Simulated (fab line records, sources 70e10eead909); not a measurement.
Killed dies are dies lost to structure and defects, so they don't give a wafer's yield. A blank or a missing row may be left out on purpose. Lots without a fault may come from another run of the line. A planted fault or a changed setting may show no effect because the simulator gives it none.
Chamber matching | flow nand_harc | NHARC_P_M0_ETCH_34 on rie_diel-10: 4 sister chambers
The step etches the open film in N2/H2, target depth 40 nm, overetch 12 nm, time 43.94 s. 14 wafers are shown with their chamber, then 7 later ones without.

WAFERS WITH THEIR CHAMBER
wafer  | chamber | drypump_motor_current_A (A) | rf_vpp_V (V) | oes_product_au (a.u.)
L078.1 | 0       | 6.1                         | 426.8        | 1.008
L078.3 | 2       | 6.0                         | 427.2        | 0.979
L078.5 | 2       | 6.0                         | 428.5        | 0.968
L081.4 | 0       | 6.1                         | 429.0        | 1.006
L081.5 | 3       | 5.4                         | 434.2        | 1.004
L081.6 | 0       | 6.0                         | 427.0        | 1.004
L086.2 | 1       | 5.7                         | 430.8        | 1.011
L086.3 | 2       | 6.0                         | 428.1        | 0.997
L086.4 | 0       | 6.1                         | 426.8        | 1.004
L090.1 | 0       | 6.1                         | 429.2        | 1.008
L090.3 | 3       | 5.5                         | 434.5        | 1.020
L090.6 | 2       | 6.0                         | 428.2        | 0.990
L091.3 | 3       | 5.5                         | 433.4        | 1.026
L091.4 | 0       | 6.0                         | 426.4        | 1.008

SIGNATURES (means of the wafers above)
reading                 | chamber 0 | chamber 1 | chamber 2 | chamber 3 | scatter within a chamber
drypump_motor_current_A | 6.067     | 5.700     | 6.000     | 5.467     | 0.0447
rf_vpp_V                | 427.533   | 430.800   | 428.000   | 434.033   | 0.957
oes_product_au          | 1.00633   | 1.01100   | 0.98350   | 1.01667   | 0.00873
Rule: a wafer's distance from a chamber is the root of the sum, over the readings, of the square of ((its reading less the chamber's mean) divided by the reading's scatter). The wafer belongs to the nearest chamber; if the next one is less than 2 further off, it can't be placed. The scatter: the root of (the sum of the squares of (reading less its chamber's mean) over the shown wafers, divided by (wafers less chambers)).

WAFERS WITHOUT THEIR CHAMBER
wafer  | drypump_motor_current_A (A) | rf_vpp_V (V) | oes_product_au (a.u.)
L091.5 | 6.1                         | 427.1        | 1.008
L092.2 | 6.0                         | 428.9        | 0.993
L092.3 | 6.1                         | 427.7        | 1.000
L092.5 | 6.0                         | 427.9        | 0.993
L097.1 | 6.0                         | 426.4        | 1.007
L097.2 | 5.6                         | 428.6        | 1.008
L097.6 | 5.5                         | 434.3        | 1.031

WHICH CHAMBER EACH WENT THROUGH
wafer  | from the rows above     | in truth
L091.5 | 0                       | 0
L092.2 | can't be placed: 2 or 0 | 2
L092.3 | can't be placed: 0 or 2 | 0
L092.5 | can't be placed: 2 or 0 | 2
L097.1 | can't be placed: 0 or 2 | 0
L097.2 | 1                       | 1
L097.6 | 3                       | 3
Placed correctly: 3 of 7. Can't be placed from these rows: 4 (the true chamber is among the candidates in 4). Placed wrongly: 0.
